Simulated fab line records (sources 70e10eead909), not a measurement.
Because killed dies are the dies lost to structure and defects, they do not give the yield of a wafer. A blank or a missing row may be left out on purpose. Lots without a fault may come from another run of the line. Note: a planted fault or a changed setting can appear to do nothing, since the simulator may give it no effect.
Chamber matching	flow nand-harc	ald-hk-01 running NHARC_A_STAIRCASE_ALD_420: 4 sister chambers
The step deposits SiO2, target thk 20 nm, pulse time 6 s, ald cycles 200. 8 wafers are shown with their chamber, then 9 later ones without.

== EACH WAFER AND ITS CHAMBER ==
wafer	chamber	heater-power-w (W)	heater-power-outer-w (W)
L855.4	2	573	314
L856.5	0	425	243
L858.1	0	422	245
L858.3	2	583	324
L858.5	3	388	221
L860.2	1	461	248
L860.4	3	402	230
L860.6	1	452	249

== WAFERS WITH NO CHAMBER GIVEN ==
wafer	heater-power-w (W)	heater-power-outer-w (W)
L871.1	405	230
L871.2	573	320
L871.6	405	239
L872.1	417	235
L872.2	464	247
L872.6	406	228
L873.3	587	324
L873.4	462	250
L873.5	449	240

== CHAMBER TAKEN BY EACH ==
wafer	from the rows above	in truth
L871.1	3	3
L871.2	2	2
L871.6	can't be placed: 0 or 3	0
L872.1	can't be placed: 0 or 3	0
L872.2	1	1
L872.6	3	3
L873.3	2	2
L873.4	1	1
L873.5	can't be placed: 1 or 0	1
Correct placement for 6 of the 9. Not placeable from these rows: 3 (in 3, the candidates include the true chamber). 0 placed wrongly.
How it was worked out, from the rows above alone: a wafer's distance from a chamber is the root of the sum, over the readings, of the square of ((its reading less the chamber's mean) divided by the reading's scatter). The wafer belongs to the nearest chamber; if the next one is less than 2 further off, it can't be placed. For every chamber, the mean is computed from those of its wafers that are shown. The scatter: take each reading less its chamber's mean, square it, sum over the shown wafers, divide by the number of wafers less the number of chambers, and take the root.
